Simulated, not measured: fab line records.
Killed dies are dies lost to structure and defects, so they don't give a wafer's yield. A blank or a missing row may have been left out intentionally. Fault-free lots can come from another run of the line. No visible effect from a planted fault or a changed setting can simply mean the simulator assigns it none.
fab line records | flow nandHarc
[record] lots = 12 wafers = 34 lastDay = 34
route steps=1302 shown P_STI@100 P_GATE@145
lots untouched by any fault: they come from a run of this same line in which no faults occurred
startH: the number of hours between the record's first day and the start of the first shown wafer of the lot | waitH: hours from the lot's prior step to this one | " repeats the value in the row above | L1.1+2: several wafers, shown together as one row | - no value, or no start given | * or withheld: withheld | < > ~ a bound
route shown NAME@n: NAME is a module with steps in the file, n the number in the route of the first one | usual: the fault-free wafers' mean and standard deviation | same: alike in all rows | chamber/n: place in a boat | sites: per-site readings | _std_site: the values' standard deviation | _edge_site: inner sites' mean taken away from outer sites' mean | radiusMm: for every site, how far away it sits from the centre of the wafer | mask NAME#n: copy n | behind: the tool/chamber that last shaped the wafer | hold: cause of the lot's hold/its duration in hours/its outcome | device: names the non-switching transistor (n, p or np) | end of line: the route-end tests of the same wafers | where a step has no rows: the recipe by itself | killed: dies that structure and defects cost at the first sort, which is not the same as the wafer's yield | map: dies across one wafer; x = killed, . = not, _ = none there
set.NAME: the setting as run; set.NAME@STEP: as run at that earlier step | model.NAME: the simulator's own value behind a step, which no gauge read
a sample of lots followed through the steps of the route, with each step as a table and each wafer as a row
services: the hour from which a tool's chamber was out of use, counted from the record's first day as startH (under 0 if before that day), plus the number of hours and why
[[steps]]
[step NHARC_P_STI_CMP_21]
[recipe] tOverpolishS = 20 targetThkNm = 380.67
[usual] motorCurrentA = 11.8/1.1 overpolishRunS = 20.000/0.0092
// columns lot.wafer tool chamber startH waitH motorCurrentA overpolishRunS
L684.2 cmp-02 2 80.52 0.4 10.2 20.003
L684.1 " 0 " " 11.8 20.006
L684.5 " 2 " " 10.1 20.001
L683.3 cmp-03 3 80.52 0.4 12.2 19.999
L683.2 " 0 " " 13.7 19.984
L683.5 " 3 " " 12.1 20.018
L686.4 cmp-02 0 103.87 0.4 11.3 20.018
L686.2 " 2 " " 9.9 19.992
L686.1 " 3 " " 12.3 19.998
L689.2 cmp-02 1 138.73 0.4 12.2 19.989
L689.1 " 2 " " 10.6 20.012
L689.4 " 3 " " 12.8 19.996
L690.1 cmp-03 1 151.10 0.4 11.6 19.998
L690.6 " 0 " " 13.3 20.014
L690.5 " 1 " " 12.0 20.001
L691.1 cmp-02 1 158.53 0.4 12.6 19.993
L691.3 " 2 " " 10.2 20.001
L691.4 " 3 " " 12.4 19.994
L696.4 cmp-02 0 208.86 0.4 11.9 19.988
L696.1 " 2 " " 10.4 20.004
L696.6 " 3 " " 11.7 19.992
L697.2 cmp-01 1 208.92 0.4 12.9 19.996
L702.1 cmp-02 3 261.81 0.4 13.0 19.995
L702.3 " 0 " " 11.7 19.998
L702.4 " 1 " " 12.5 19.996
L703.4 cmp-02 3 274.11 0.4 12.2 19.988
L703.3 " 1 " " 12.9 19.992
L703.6 " 2 " " 10.4 20.010
L704.3 cmp-03 3 280.62 0.4 12.4 20.017
L704.1 " 0 " " 13.8 19.999
L704.6 " 2 " " 10.2 20.003
L705.1 cmp-01 3 290.23 0.4 10.0 20.000
L705.2 " 2 " " 11.1 19.993
L705.5 " 3 " " 9.7 19.999
[step NHARC_P_GATE_ETCH_104]
[recipe] targetDepthA = 600 timeS = withheld cf4FlowSccm = 100 chf3FlowSccm = 30 arFlowSccm = 0 rfW = 500 biasW = 200 chemistry = CF4/CHF3
[usual] drypumpMotorCurrentA = 5.8/0.52 oesProductAu = 0.950/0.022 rfFwdPowerW = 492.2/2.7 rfVppV = 371.3/2.1 showerheadPlenumPTorr = 1.60/0.06 throttleValvePct = 16.802/0.0084
// columns lot.wafer tool chamber startH waitH drypumpMotorCurrentA oesProductAu rfFwdPowerW rfVppV showerheadPlenumPTorr throttleValvePct
L683.2 rieDiel-05 3 111.88 0.1 6.1 0.931 490.2 368.7 1.51 16.791
L683.3 " 0 " " 5.8 0.920 496.4 371.7 1.61 16.781
L683.5 " 2 " " 5.5 0.915 494.6 374.1 1.67 16.804
L684.1 rieDiel-05 2 112.48 0.1 5.5 0.936 496.0 374.3 1.67 16.814
L684.2 " 0 " " 5.8 0.953 493.8 371.1 1.61 16.795
L684.5 " 2 " " 5.5 0.936 494.0 373.7 1.67 16.796
L686.2 rieDiel-12 0 137.01 0.1 6.4 0.954 490.8 372.7 1.66 16.787
L686.4 " 1 " " 5.0 0.977 495.8 372.9 1.61 16.809
L686.1 " 2 " " 5.4 0.984 492.7 368.8 1.51 16.798
L689.1 rieDiel-07 0 173.19 0.1 6.3 0.976 488.8 368.8 1.53 16.795
L689.2 " 1 " " 4.9 0.956 497.0 374.2 1.66 16.804
L689.4 " 2 " " 6.3 0.982 492.3 371.6 1.57 16.813
L690.1 rieDiel-12 2 183.32 0.1 5.4 0.929 493.1 367.6 1.51 16.796
L690.6 " 1 " " 5.0 0.924 494.6 372.2 1.60 16.805
L690.5 " 2 " " 5.4 0.922 491.7 368.2 1.51 16.805
L691.1 rieDiel-07 2 188.94 0.1 6.2 0.944 493.6 370.0 1.57 16.802
L691.4 " 3 " " 6.6 0.906 494.5 368.9 1.55 16.798
L691.3 " 1 " " 4.9 0.916 492.8 373.7 1.66 16.793
L696.1 rieDiel-05 2 241.35 0.1 5.5 0.960 495.5 372.9 1.66 16.806
L696.4 " 1 " " 5.3 0.980 493.8 373.8 1.66 16.799
L696.6 " 3 " " 6.2 0.951 489.2 368.0 1.51 16.794
L697.2 rieDiel-07 0 241.63 0.1 6.4 1.198 689.0 368.9 1.53 16.792
L702.4 rieDiel-05 1 295.26 0.1 5.3 0.975 496.3 373.0 1.65 16.808
L702.3 " 3 " " 6.1 0.954 487.5 368.9 1.51 16.790
L702.1 " 0 " " 5.8 0.953 493.9 372.1 1.61 16.797
L703.3 rieDiel-12 1 310.10 0.1 5.0 0.978 496.7 372.7 1.60 16.817
L703.4 " 3 " " 5.7 0.975 490.5 374.4 1.66 16.798
L703.6 " 1 " " 5.0 0.970 496.1 372.1 1.60 16.806
L704.3 rieDiel-05 1 315.45 0.1 5.4 0.930 495.3 372.7 1.65 16.793
L704.1 " 3 " " 6.2 0.931 487.5 367.3 1.51 16.813
L704.6 " 2 " " 5.5 0.931 493.8 374.4 1.66 16.800
L705.1 rieDiel-05 2 323.55 0.1 5.5 0.985 492.4 373.9 1.66 16.807
L705.2 " 3 " " 6.1 0.975 489.0 368.0 1.51 16.802
L705.5 " 1 " " 5.3 0.969 492.7 372.9 1.65 16.804
[step NHARC_P_GATE_HM_OPEN_105]
[recipe] targetDepthA = 3600 o2FlowSccm = 400 cosFlowSccm = 20 arFlowSccm = 0 rfW = 500 biasW = 300 chemistry = O2/COS
[usual] drypumpMotorCurrentA = 5.8/0.53 oesProductAu = 1.000/0.011 rfVppV = 468.1/2.8 showerheadPlenumPTorr = 3.16/0.12 throttleValvePct = 28.331/0.009
// columns lot.wafer tool chamber startH waitH drypumpMotorCurrentA oesProductAu rfHoursCounterH rfVppV showerheadPlenumPTorr throttleValvePct
L683.3 rieDiel-05 2 - - 5.5 0.977 2.5 472.8 3.31 28.330
L683.2 " 0 " " 5.8 0.998 2.6 469.5 3.20 28.342
L683.5 " 0 " " 5.8 1.009 - 467.6 3.20 28.345
L684.2 rieDiel-05 3 - - 6.2 1.004 2.5 464.6 2.99 28.332
L684.1 " 0 " " 5.8 1.006 2.7 467.3 3.20 28.340
L684.5 " 2 " " 5.5 0.985 - 470.1 3.31 28.318
L686.1 rieDiel-12 0 - - 6.4 0.994 3.0 471.7 3.30 28.330
L686.4 " 1 " " 5.0 0.990 2.8 469.1 3.18 28.342
L686.2 " 3 " " 5.7 1.012 2.4 471.7 3.30 28.331
L689.4 rieDiel-07 2 - - 6.2 1.004 2.1 466.8 3.11 28.322
L689.2 " 3 " " 6.6 0.985 1.8 465.3 3.07 28.321
L689.1 " 0 " " 6.3 1.006 2.6 464.2 3.04 28.317
L690.1 rieDiel-12 1 - - 5.0 0.988 5.2 467.8 3.18 28.330
L690.6 " 0 " " 6.4 1.001 - 469.5 3.30 28.333
L690.5 " 2 " " 5.4 1.005 - 464.1 2.99 28.318
L691.4 rieDiel-07 1 - - 4.9 0.982 3.4 470.5 3.30 28.328
L691.1 " 2 " " 6.3 1.021 3.0 465.7 3.11 28.321
L691.3 " 3 " " 6.6 0.984 2.6 465.1 3.07 28.339
L696.1 rieDiel-05 0 - - 5.8 0.987 0.0 469.6 3.20 28.342
L696.4 " 1 " " 5.4 0.997 0.0 469.8 3.28 28.344
L696.6 " 0 " " 5.8 1.002 - 469.3 3.20 28.342
L697.2 rieDiel-07 2 - - 6.3 1.031 5.6 466.2 3.10 28.340
L702.1 rieDiel-05 2 - - 5.5 1.005 4.1 470.0 3.30 28.334
L702.4 " 3 " " 6.2 1.010 3.0 464.4 2.99 28.329
L702.3 " 0 " " 5.8 0.996 3.2 467.1 3.19 28.321
L703.3 rieDiel-12 3 - - 5.7 1.019 1.8 470.2 3.30 28.310
L703.4 " 1 " " 5.0 1.001 1.3 468.6 3.18 28.326
L703.6 " 3 " " 5.7 1.011 - 470.3 3.30 28.314
L704.3 rieDiel-05 3 - - 6.2 1.006 5.1 464.0 2.99 28.331
L704.1 " 1 " " 5.3 1.008 6.8 471.8 3.28 28.342
L704.6 " 3 " " 6.2 0.994 - 462.6 2.99 28.331
L705.1 rieDiel-05 2 - - 5.5 1.002 6.3 471.5 3.30 28.324
L705.2 " 3 " " 6.2 1.008 5.8 465.3 2.99 28.328
L705.5 " 2 " " 5.5 1.001 - 471.6 3.30 28.335
[step NHARC_P_GATE_CD_MEAS_33]
[usual] cdNm = 120.0/2.8
// columns lot.wafer tool chamber startH waitH hold cdNm
L683.2 cdSem-01 - 112.63 - - 116.9
L683.3 " - " " - 115.1
L683.5 " - " " - 117.9
L684.1 cdSem-01 - 113.25 - - 116.0
L684.2 " - " " - 121.5
L684.5 " - " " - 121.1
L686.1 cdSem-03 - 137.72 - - 118.0
L686.2 " - " " - 121.7
L686.4 " - " " - 120.5
L689.1 cdSem-01 - 173.89 - - 120.5
L689.2 " - " " - 120.4
L689.4 " - " " - 120.3
L690.1 cdSem-01 - 184.06 - - 121.4
L690.5 " - " " - 119.4
L690.6 " - " " - 117.8
L691.1 cdSem-03 - 189.65 - - 123.0
L691.3 " - " " - 121.0
L691.4 " - " " - 124.1
L696.1 cdSem-03 - 242.06 - - 120.6
L696.4 " - " " - 115.2
L696.6 " - " " - 118.3
L697.2 cdSem-01 - 242.38 - awaitDispo/0.2h/release 107.1
L697.2 cdSem-01 - 242.57 0.2 - 107.5
L702.1 cdSem-03 - 295.99 - - 122.0
L702.3 " - " " - 121.3
L702.4 " - " " - 121.7
L703.3 cdSem-01 - 310.87 0.2 - 119.8
L703.4 " - " " - 122.6
L703.6 " - " " - 119.9
L704.1 cdSem-02 - 316.15 - - 125.9
L704.3 " - " " - 122.7
L704.6 " - " " - 119.9
L705.1 cdSem-02 - 324.25 - - 119.1
L705.2 " - " " - 125.6
L705.5 " - " " - 117.7
[step NHARC_P_GATE_STRIP_112]
[recipe] powerW = 1500 tempC = 110 timeS = 200 chemistry = N2/H2
[usual] drypumpMotorCurrentA = 5.6/0.49 heaterPowerW = 89/6.5
// columns lot.wafer tool chamber startH waitH drypumpMotorCurrentA heaterPowerW rfHoursCounterH
L683.2 plasmaAsher-01 1 125.73 0.2 4.7 99 28
L683.3 " 0 " " 5.8 87 -
L683.5 " 1 " " 4.7 102 -
L684.2 plasmaAsher-02 0 126.53 0.2 6.1 92 7
L684.1 " 1 " " 5.5 85 7
L684.5 " 1 " " 5.5 86 -
L686.2 plasmaAsher-01 1 150.99 0.2 4.7 100 33
L686.1 " 0 " " 5.8 85 33
L686.4 " 0 " " 5.8 82 -
L689.1 plasmaAsher-02 0 189.39 0.2 6.1 91 21
L689.2 " 1 " " 5.5 86 21
L689.4 " 0 " " 6.1 91 -
L690.1 plasmaAsher-02 1 197.74 0.4 5.5 87 24
L690.6 " 0 " " 6.1 92 -
L690.5 " 1 " " 5.5 85 -
L691.1 plasmaAsher-02 1 203.08 0.2 5.5 85 25
L691.4 " 0 " " 6.1 89 -
L691.3 " 1 " " 5.5 85 -
L696.1 plasmaAsher-01 1 255.27 0.2 4.7 101 17
L696.4 " 1 " " 4.7 102 -
L696.6 " 1 " " 4.7 105 -
L697.2 plasmaAsher-01 0 281.30 0.6 5.8 88 17
L702.1 plasmaAsher-02 1 309.29 0.2 5.5 80 12
L702.3 " 1 " " 5.5 82 -
L702.4 " 0 " " 6.1 85 -
L703.3 plasmaAsher-02 1 323.99 0.2 5.5 82 -
L703.4 " 0 " " 6.1 86 -
L703.6 " 0 " " 6.1 84 -
L704.1 plasmaAsher-01 0 329.50 0.2 5.8 88 33
L704.3 " 1 " " 4.7 102 -
L704.6 " 1 " " 4.7 103 -
L705.2 plasmaAsher-02 0 337.70 0.2 6.1 86 17
L705.1 " 1 " " 5.5 81 17
L705.5 " 1 " " 5.5 81 -
[[services]]
// columns tool chamber startH hours kind
rieDiel-12 1 60.25 4.7 repair
plasmaAsher-02 - 72.00 9.0 pm
rieDiel-12 - 91.68 9.0 pm
rieDiel-05 1 95.66 18.7 repair
rieDiel-07 0 115.27 13.6 repair
rieDiel-07 - 117.20 9.0 pm
rieDiel-05 1 129.49 2.8 repair
rieDiel-07 3 130.02 8.9 repair
rieDiel-12 3 137.92 6.4 repair
cmp-02 - 143.70 4.0 pm
cmp-02 - 164.04 0.3 repair
rieDiel-12 3 180.21 3.2 repair
cmp-02 - 180.32 0.3 repair
rieDiel-05 0 180.73 5.1 repair
rieDiel-07 - 184.74 0.2 repair
rieDiel-07 1 195.37 10.8 repair
rieDiel-07 - 219.17 0.3 repair
rieDiel-05 - 229.60 9.0 pm
cmp-02 - 241.70 4.0 pm
rieDiel-12 3 248.83 7.0 repair
plasmaAsher-02 - 249.00 9.0 pm
rieDiel-05 - 266.28 0.5 repair
rieDiel-12 - 268.68 9.0 pm
rieDiel-05 2 306.19 7.9 repair
[[key]]
[firstSign] step = NHARC_P_GATE_ETCH_104 reading = rfFwdPowerW direction = up sigmas = 74 usual = * struck = *
[effect] step = NHARC_P_GATE_ETCH_104 reading = oesProductAu direction = up sigmas = 11 usual = 0.950 struck = 1.198
[effect] step = NHARC_P_GATE_CD_MEAS_33 reading = visit direction = added
metAt NHARC_P_GATE_ETCH_104
struckLots L697
struckWafers L697.2
testerLeftOut L697
notActingAt NHARC_P_STI_CMP_21,NHARC_P_GATE_HM_OPEN_105,NHARC_P_GATE_STRIP_112
onsetBetween 173.19 241.63
[fault] kind = processParameterDrift tool = rieDiel-07 chamber = 0 onsetH = 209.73 steps = NHARC_P_GATE_ETCH_104 channel = rfW offset = * shape = step endH = 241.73 actsIn = * stated = *
// testerLeftOut: of these lots the tester's yield and bins aren't shown, on N5 and GAA mostly nor the transistor test; their killed dies are dies lost to structure and defects alone, not to doping, threshold or leakage, so they don't give the yield
